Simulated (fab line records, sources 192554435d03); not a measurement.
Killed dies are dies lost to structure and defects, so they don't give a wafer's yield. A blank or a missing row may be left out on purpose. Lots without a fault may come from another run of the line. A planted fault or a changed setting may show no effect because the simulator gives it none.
Which tool did it? | flow n5_finfet | 10 lots, 30 wafers sampled, at 4 steps of a route of 1938

WHAT THE GAUGES READ, wafer by wafer
N5_PASSIVATION_CD_MEAS_10: target cd 3000 nm. Usual: cd_nm 2999.7 nm, standard deviation 2.7.
lot  | measured     | on        | cd_nm (nm)           | flag
L422 | day 14 16:25 | cd_sem-03 | 2995.7 2999.1 2993.6 |
L423 | day 15 06:46 | cd_sem-03 | 2998.9 3000.3 3003.1 |
L424 | day 15 16:32 | cd_sem-01 | 3002.1 3000.0 2997.8 |
L426 | day 16 21:04 | cd_sem-03 | 3000.9 3000.8 3000.2 |
L429 | day 17 01:42 | cd_sem-01 | 3000.5 2992.6 2999.7 |
L430 | day 17 01:49 | cd_sem-03 | 2996.3 3001.1 2997.5 |
L433 | day 17 14:44 | cd_sem-01 | 2998.0 2998.7 2995.7 |
L431 | day 18 04:13 | cd_sem-02 | 3000.2 2999.3 3002.5 |
L441 | day 19 17:14 | cd_sem-02 | 3001.0 2999.8 2998.6 |
L442 | day 21 21:58 | cd_sem-01 | 2999.7 2996.6 2991.9 |

WHICH TOOL RAN EACH LOT (tool, then ch and the chambers of the sampled wafers, then the start)
lot  | N5_MIM_BOT_LITHO_DESCUM_10         | N5_MIM_BOT_ETCH_ETCH_03           | N5_MIM_BOT_ETCH_STRIP_01
L422 | rie_diel-05 ch 1,3, day 14 13:19   | rie_metal-01 ch 0,1, day 14 13:28 | rie_diel-05 ch 0,3, day 14 13:48
L423 | rie_diel-04 ch 0,1,2, day 15 05:02 | rie_metal-02 ch 1, day 15 05:11   | rie_diel-04 ch 1,2,3, day 15 05:38
L424 | rie_diel-01 ch 1,2, day 15 13:10   | rie_metal-03 ch 0,1, day 15 13:22 | rie_diel-05 ch 0,3, day 15 13:35
L426 | rie_diel-01 ch 0,2,3, day 16 17:31 | rie_metal-01 ch 0,1, day 16 17:40 | rie_diel-05 ch 0,1,3, day 16 18:01
L429 | rie_diel-01 ch 0,1, day 16 18:20   | rie_metal-02 ch 0,1, day 16 18:29 | rie_diel-04 ch 0,1, day 16 18:46
L430 | rie_diel-04 ch 0,1,2, day 16 18:32 | rie_metal-03 ch 0,1, day 16 18:41 | rie_diel-04 ch 0,1,3, day 16 18:55
L433 | rie_diel-04 ch 1,2,3, day 17 13:24 | rie_metal-01 ch 0,1, day 17 13:35 | rie_diel-05 ch 0,1,3, day 17 13:47
L431 | rie_diel-04 ch 0,1, day 17 23:36   | rie_metal-02 ch 0,1, day 17 23:46 | rie_diel-04 ch 0,1,3, day 18 00:00
L441 | rie_diel-01 ch 1,2,3, day 19 15:43 | rie_metal-01 ch 0,1, day 19 15:52 | rie_diel-01 ch 0,1,3, day 19 16:06
L442 | rie_diel-01 ch 0,1, day 21 19:17   | rie_metal-03 ch 0,1, day 21 19:26 | rie_diel-01 ch 0,1,2, day 21 19:40
- N5_MIM_BOT_LITHO_DESCUM_10: chemistry O2, time 7.9 s.
- N5_MIM_BOT_ETCH_ETCH_03: etches the open film in Cl2/BCl3, target depth 12 nm.
- N5_MIM_BOT_ETCH_STRIP_01: strips in O2.

WHAT THE TOOLS THEMSELVES READ (means of the sampled wafers that have a number; where no wafer has one, the mark that the record gives instead)
N5_MIM_BOT_LITHO_DESCUM_10. Usual: drypump_motor_current_A 5.6 A, standard deviation 0.55; o2_flow_sccm 225.0 sccm, standard deviation 0.56; oes_product_au 0.81 a.u., standard deviation 0.09; rf_vpp_V 243.2 V, standard deviation 1.4; showerhead_plenum_p_Torr 2.09 Torr, standard deviation 0.068; throttle_valve_pct 20.18 %, standard deviation 0.15.
lot  | tool        | drypump_motor_current_A (A) | o2_flow_sccm (sccm) | oes_product_au (a.u.) | rf_vpp_V (V) | showerhead_plenum_p_Torr (Torr) | throttle_valve_pct (%) | flag
L422 | rie_diel-05 | 5.7                         | 224.4               | 0.84                  | 242.7        | 2.03                            | 20.10                  |
L423 | rie_diel-04 | 5.7                         | 225.2               | 0.80                  | 243.0        | 2.07                            | 20.10                  |
L424 | rie_diel-01 | 5.2                         | 224.8               | 0.79                  | 246.1        | 2.22                            | 20.25                  |
L426 | rie_diel-01 | 5.4                         | 224.4               | 0.87                  | 243.8        | 2.11                            | 20.15                  |
L429 | rie_diel-01 | 5.2                         | 225.3               | 0.79                  | 243.8        | 2.13                            | 20.41                  |
L430 | rie_diel-04 | 5.7                         | 225.0               | 0.79                  | 242.4        | 2.06                            | 20.12                  |
L433 | rie_diel-04 | 6.0                         | 225.4               | 0.79                  | 243.5        | 2.09                            | 20.21                  |
L431 | rie_diel-04 | 6.0                         | 225.0               | 0.83                  | 242.4        | 2.05                            | 20.14                  |
L441 | rie_diel-01 | 5.3                         | 225.0               | 0.83                  | 244.3        | 2.13                            | 20.16                  |
L442 | rie_diel-01 | 5.2                         | 225.8               | 0.88                  | 244.1        | 2.12                            | 20.22                  |

N5_MIM_BOT_ETCH_ETCH_03. Usual: bias_w 100.0 W, standard deviation 0.31; drypump_motor_current_A 5.7 A, standard deviation 0.42; mfc_cl2_sccm 19.99 sccm, standard deviation 0.067; oes_product_au 0.80 a.u., standard deviation 0.08; throttle_valve_pct 27.5 %, standard deviation 0.34.
lot  | tool         | bias_w (W) | drypump_motor_current_A (A) | mfc_cl2_sccm (sccm) | oes_product_au (a.u.) | throttle_valve_pct (%) | flag
L422 | rie_metal-01 | 100.3      | 5.6                         | 20.06               | 0.85                  | 27.2                   |
L423 | rie_metal-02 | 100.1      | 6.0                         | 20.00               | 0.90                  | 27.8                   |
L424 | rie_metal-03 | 100.4      | 5.8                         | 20.00               | 0.75                  | 27.2                   |
L426 | rie_metal-01 | 99.7       | 5.6                         | 19.94               | 0.83                  | 27.3                   |
L429 | rie_metal-02 | 100.0      | 6.1                         | 19.96               | 0.73                  | 28.0                   |
L430 | rie_metal-03 | 100.0      | 5.7                         | 20.01               | 0.75                  | 27.2                   |
L433 | rie_metal-01 | 100.0      | 5.6                         | 19.99               | 0.82                  | 27.3                   |
L431 | rie_metal-02 | 99.9       | 6.1                         | 19.99               | 0.79                  | 28.0                   |
L441 | rie_metal-01 | 100.1      | 5.3                         | 19.92               | 0.78                  | 27.4                   |
L442 | rie_metal-03 | 100.4      | 5.7                         | 19.85               | 0.80                  | 27.5                   |

N5_MIM_BOT_ETCH_STRIP_01. Usual: chamber_pressure_mTorr 30.01 mTorr, standard deviation 0.071; drypump_motor_current_A 5.6 A, standard deviation 0.52; o2_flow_sccm 225.0 sccm, standard deviation 0.7; oes_product_au 0.79 a.u., standard deviation 0.072; rf_vpp_V 3.8 V, standard deviation 1.3; showerhead_plenum_p_Torr 2.07 Torr, standard deviation 0.061; throttle_valve_pct 16.45 %, standard deviation 0.14.
lot  | tool        | chamber_pressure_mTorr (mTorr) | drypump_motor_current_A (A) | o2_flow_sccm (sccm) | oes_product_au (a.u.) | rf_vpp_V (V) | showerhead_plenum_p_Torr (Torr) | throttle_valve_pct (%) | flag
L422 | rie_diel-05 | 30.03                          | 5.2                         | 224.7               | 0.80                  | 3.7          | 2.07                            | 16.51                  |
L423 | rie_diel-04 | 30.00                          | 5.9                         | 225.2               | 0.81                  | 3.2          | 2.10                            | 16.45                  |
L424 | rie_diel-05 | 29.95                          | 5.2                         | 223.9               | 0.78                  | 4.0          | 2.07                            | 16.55                  |
L426 | rie_diel-05 | 29.94                          | 5.6                         | 224.7               | 0.80                  | 2.6          | 2.04                            | 16.44                  |
L429 | rie_diel-04 | 29.95                          | 5.9                         | 225.7               | 0.84                  | 3.7          | 2.06                            | 16.41                  |
L430 | rie_diel-04 | 33.03                          | 6.2                         | 225.5               | 0.84                  | 3.9          | 2.10                            | 16.45                  | OFF
L433 | rie_diel-05 | 30.00                          | 5.6                         | 224.9               | 0.78                  | 3.4          | 2.04                            | 16.45                  |
L431 | rie_diel-04 | 32.96                          | 6.2                         | 225.0               | 0.84                  | 2.6          | 2.09                            | 16.43                  | OFF
L441 | rie_diel-01 | 30.08                          | 5.4                         | 225.1               | 0.86                  | 3.5          | 2.08                            | 16.43                  |
L442 | rie_diel-01 | 30.06                          | 5.2                         | 224.3               | 0.85                  | 3.6          | 2.15                            | 16.45                  |

THE ANSWER, worked out from the rows above alone
Rule: a lot is off if the mean of its wafers that have a number lies more than 3 standard deviations from the usual mean. A lot without any number at a reading at which 4 lots or more have one is off too. The other lots that the step has rows for count as sound. The gauges are gone through in route order, then the tools' own readings, and for those a lot's mean is taken as printed above. The first step at which some lot is off is used, and at that step the reading that is off furthest; a lot without a number counts as furthest.
Off: L430, L431, at N5_MIM_BOT_ETCH_STRIP_01 (chamber_pressure_mTorr).
A tool fits if, at that step or a process step before it, it ran every lot that is off, and no sound lot after the first of them. One fits: rie_diel-04 at N5_MIM_BOT_ETCH_STRIP_01. Its last sound lot is L429 (day 16 18:46), its first lot that is off L430 (day 16 18:55): a fault that began between those two fits.
The tool's own readings at N5_MIM_BOT_ETCH_STRIP_01 bear it out: on the lots that are off they differ by more than 5 times the standard deviation of the sound lots' means. chamber_pressure_mTorr reads 33.00 mTorr there against 30.00 mTorr on the sound lots.

WHAT THE SIMULATOR HAD PUT IN
Process parameter drift: rie_diel-04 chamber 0, from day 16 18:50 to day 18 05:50, at N5_MIM_BOT_ETCH_STRIP_01. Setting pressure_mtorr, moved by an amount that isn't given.
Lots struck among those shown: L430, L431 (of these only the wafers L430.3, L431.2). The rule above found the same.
